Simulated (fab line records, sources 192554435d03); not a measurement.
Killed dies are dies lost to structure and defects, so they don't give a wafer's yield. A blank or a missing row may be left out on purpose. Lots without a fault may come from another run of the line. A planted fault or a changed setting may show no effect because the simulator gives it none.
Chamber matching | flow n5_finfet | N5_FIN_SAQP_ETCH_67 on rie_diel-05: 4 sister chambers
The step etches SiNx in CH3F/O2, target depth 30 nm. 8 wafers are shown with their chamber, then 7 later ones without.

WAFERS WITH THEIR CHAMBER
wafer  | chamber | showerhead_plenum_p_Torr (Torr) | drypump_motor_current_A (A)
L076.4 | 3       | 2.09                            | 4.9
L080.3 | 0       | 1.97                            | 5.9
L080.5 | 2       | 1.89                            | 5.6
L083.4 | 0       | 1.97                            | 5.9
L083.5 | 2       | 1.89                            | 5.6
L083.6 | 1       | 2.03                            | 5.2
L086.1 | 3       | 2.08                            | 4.8
L086.2 | 1       | 2.03                            | 5.2

WAFERS WITHOUT THEIR CHAMBER
wafer  | showerhead_plenum_p_Torr (Torr) | drypump_motor_current_A (A)
L086.3 | 1.89                            | 5.5
L092.2 | 2.07                            | 4.9
L092.3 | 1.96                            | 5.9
L092.5 | 2.03                            | 5.2
L096.3 | 2.07                            | 4.9
L096.4 | 2.07                            | 4.8
L096.5 | 1.96                            | 5.9

WHICH CHAMBER EACH WENT THROUGH
wafer  | from the rows above | in truth
L086.3 | 2                   | 2
L092.2 | 3                   | 3
L092.3 | 0                   | 0
L092.5 | 1                   | 1
L096.3 | 3                   | 3
L096.4 | 3                   | 3
L096.5 | 0                   | 0
Placed correctly: 7 of 7. Can't be placed from these rows: 0. Placed wrongly: 0.
How it was worked out, from the rows above alone: a wafer's distance from a chamber is the root of the sum, over the readings, of the square of ((its reading less the chamber's mean) divided by the reading's scatter). The wafer belongs to the nearest chamber; if the next one is less than 2 further off, it can't be placed. A chamber's mean is the mean of its shown wafers. The scatter: the root of (the sum of the squares of (reading less its chamber's mean) over the shown wafers, divided by (wafers less chambers)).
